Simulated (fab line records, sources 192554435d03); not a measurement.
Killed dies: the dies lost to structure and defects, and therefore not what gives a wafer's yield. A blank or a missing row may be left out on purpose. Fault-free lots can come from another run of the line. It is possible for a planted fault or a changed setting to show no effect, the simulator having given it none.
The same fault as seen by 3 desks | flow n5 finfet | only its own numbers are on each desk; what lay behind them is given at the end

## THE METROLOGY DESK
Means of the sampled wafers that have a number, per lot and without regard to the tool the lot ran on: this is what the gauges read. Marked OUT: a lot whose mean sits more than 4 standard deviations from the usual mean, which makes it out of limits; the brackets give that distance. Of its 13 readings 7 are shown: those that lie furthest out on some lot.
Columns: A = thk nm at N5_SD_EPI_N_EPI_MEAS_23, usual 58.9 nm; B = cd nm at N5_SD_EPI_P_CD_MEAS_09, usual 240.0 nm; C = SD_P_BLK_OVL at N5_SD_EPI_P_OVL_MEAS_10, usual -0.9 nm; D = DIBL_P at N5_BEOL_M4_RC_MEAS_101, usual 36.3 mV/V; E = IOFF_N at N5_BEOL_M4_RC_MEAS_101, usual 0.16 nA/um; F = ION_P at N5_BEOL_M4_RC_MEAS_101, usual 461 uA/um; G = VT_P at N5_BEOL_M4_RC_MEAS_101, usual -251 mV
lot  | first seen here | A    | B     | C    | D    | E    | F   | G
L388 | day 4 17:15     | 58.5 | 240.7 | -1.1 | 35.7 | 0.16 | 455 | -251
L389 | day 5 02:23     | 58.2 | 239.7 | -1.6 | 36.6 | 0.19 | 458 | -248
L391 | day 5 10:34     | 58.5 | 239.1 | -1.2 | 36.1 | 0.17 | 475 | -246
L401 | day 7 23:20     | 56.7 | 240.7 | -1.6 | 36.1 | 0.15 | 467 | -250
L403 | day 8 10:07     | 58.9 | 239.7 | -0.2 | 37.2 | 0.17 | 475 | -247
L404 | day 8 15:13     | 58.3 | 239.4 | 0.2  | 32.9 | 0.12 | 463 | -251
This desk's verdict: no lot among the 6 shows anything out of limits.

## THE DEFECT DESK
Counts from the inspections along the route, per lot, as means over the sampled wafers that have a number. Marked OUT: a lot whose mean sits more than 4 standard deviations from the usual mean, which makes it out of limits; the brackets give that distance.
Columns: A = raw defect count at N5_SD_EPI_N_INSPECT_26, usual 222; B = raw defect count at N5_SD_EPI_P_INSPECT_11, usual 2.1
lot  | first seen here | A   | B
L388 | day 4 18:09     | 267 | 1.3
L389 | day 5 03:37     | 222 | 1.0
L391 | day 5 11:10     | 162 | 1.3
L401 | day 7 23:53     | 181 | 2.0
L403 | day 8 10:40     | 245 | 3.0
L404 | day 8 15:58     | 205 | 3.0
This desk's verdict: no lot among the 6 shows anything out of limits.

## DESK OF THE TOOL OWNER: litho track-05
The tool's own readings at N5_SD_EPI_P_COAT_03 (resist thk 150 nm): means of the sampled wafers that have a number, for each lot that ran on this tool. Marked OUT: a lot whose mean sits more than 4 standard deviations from the usual mean, which makes it out of limits; the brackets give that distance.
Columns: A = spin speed rpm at N5_SD_EPI_P_COAT_03, usual 1500.2 rpm
lot  | first seen here | A
L388 | day 4 18:11     | 1500.3
L389 | day 5 03:39     | 1535.2 (+39) OUT
L391 | day 5 11:12     | 1535.0 (+39) OUT
L403 | day 8 10:42     | 1499.5
This desk's finding: out of limits on L389, L391; first on L389, day 5 03:39 (spin speed rpm at N5_SD_EPI_P_COAT_03). Within limits: L388, L403.

## ALL TOGETHER
An alarm could have come from the tool owner's desk at day 5 03:39, on L389, L391.
The metrology desk saw nothing out of limits.
No out-of-limits result turned up at the defect desk.
The metrology desk has L389, L391 on record, within its limits.
The defect desk has L389, L391 on record, within its limits.
Of the lots named, all ran N5_SD_EPI_P_COAT_03 on litho track-05.

## WHAT WAS PUT IN BY THE SIMULATOR
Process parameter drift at N5_SD_EPI_P_COAT_03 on litho track-05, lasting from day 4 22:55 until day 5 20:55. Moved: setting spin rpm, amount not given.
Struck lots among those shown: L389, L391.
Time in hours from fault onset to the first out-of-limits reading at each desk: the tool owner's desk, 5.
